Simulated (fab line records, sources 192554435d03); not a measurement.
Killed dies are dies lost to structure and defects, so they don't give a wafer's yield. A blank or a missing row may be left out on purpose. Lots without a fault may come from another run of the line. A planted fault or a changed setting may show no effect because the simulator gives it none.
Split-lot experiment | flow n5_finfet | 7 lots, 21 wafers read, on a route of 1938 steps

THE SPLIT
At N5_BEOL_M11_EXPOSE_25 (exposes mask V10), the setting dose_mj was moved away from the recipe's 85.5 on 8 of the 21 wafers read, by -5.6% to +4.4%. The other wafers ran this setting at the recipe's value.

FROM THE SPLIT TO THE READING: what the file shows between them, 2 steps
- N5_BEOL_M11_PEB_26: peb time 60 s
- N5_BEOL_M11_DEVELOP_27: develop time 30 s

THE READING
cd_nm, in nm, at N5_BEOL_M11_CD_MEAS_28 (target cd 70 nm). Fault-free wafers of this fab line usually give 69.9 nm, standard deviation 1.2 nm.

wafer  | tool, chamber at the split | dose_mj as run | against the recipe | cd_nm, nm | against lot-mates on the recipe
L074.1 | arfi_scanner-03, 0         | 85.5           | recipe             | 70.1      | -
L074.2 | arfi_scanner-03, 0         | 85.5           | recipe             | 70.3      | -
L074.3 | arfi_scanner-03, 0         | 85.5           | recipe             | 70.6      | -
L081.1 | arfi_scanner-02, 0         | 85.5           | recipe             | 67.4      | -
L081.3 | arfi_scanner-02, 0         | 89.28          | +4.4%              | 72.5      | +5.1
L081.4 | arfi_scanner-02, 0         | 89.28          | +4.4%              | 72.2      | +4.8
L086.3 | arfi_scanner-03, 0         | 85.5           | recipe             | 70.1      | -
L086.4 | arfi_scanner-03, 0         | 82.38          | -3.6%              | 66.9      | -3.2
L086.5 | arfi_scanner-03, 0         | 82.38          | -3.6%              | 66.4      | -3.7
L090.1 | arfi_scanner-03, 0         | 85.5           | recipe             | 70.8      | -
L090.3 | arfi_scanner-03, 0         | 85.5           | recipe             | 70.2      | -
L090.4 | arfi_scanner-03, 0         | 85.5           | recipe             | 71.2      | -
L092.3 | arfi_scanner-02, 0         | 85.5           | recipe             | 71.9      | -
L092.5 | arfi_scanner-02, 0         | 81.05          | -5.2%              | 66.2      | -5.7
L092.6 | arfi_scanner-02, 0         | 81.05          | -5.2%              | 67.5      | -4.4
L095.3 | arfi_scanner-01, 0         | 85.5           | recipe             | 69.0      | -
L095.4 | arfi_scanner-01, 0         | 80.74          | -5.6%              | 63.7      | -5.2
L095.6 | arfi_scanner-01, 0         | 85.5           | recipe             | 68.9      | -
L096.1 | arfi_scanner-03, 0         | 85.5           | recipe             | 69.2      | -
L096.3 | arfi_scanner-03, 0         | 82.06          | -4.0%              | 66.5      | -2.5
L096.4 | arfi_scanner-03, 0         | 85.5           | recipe             | 68.7      | -

THE FIT
A straight line over all 21 wafers: cd_nm changes by +0.728 nm for each +1% of dose_mj; r = +0.87; the points scatter about the line by 1.2 nm.
The same after taking each lot's own level away (the mean of its wafers on the recipe; 21 wafers): +0.978 nm for each +1%; r = +0.99; scatter 0.48 nm.
On that fit, the largest move of dose_mj shifts the reading by 5.4 nm.
The lots' own levels span 67.40 to 71.90 nm, that is 3.8 times the standard deviation above.
So the lot-to-lot level changes the slope: the two fits differ.
Check: with one of the wafers moved furthest among these (-5.6%) left out of the fit, the line predicts -5.3 nm for it against its lot-mates. It came out at -5.25 nm against them.

OTHER SPLITS ON THESE WAFERS
These wafers also went through other splits before the reading. Each is held against what the fit with the lots' levels taken away leaves over:
other split on the same wafers | wafers away from the commonest value | r with cd_nm (lot level and that fit taken away)
N5_BEOL_M10_ILD_DEP_00 temp_c  | 8                                    | +0.39
N5_BEOL_M11_COAT_63 spin_rpm   | 7                                    | -0.13

THE FILE'S OWN FIT
cd_nm changes by +0.934 nm for each +1% of dose_mj, r = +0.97.
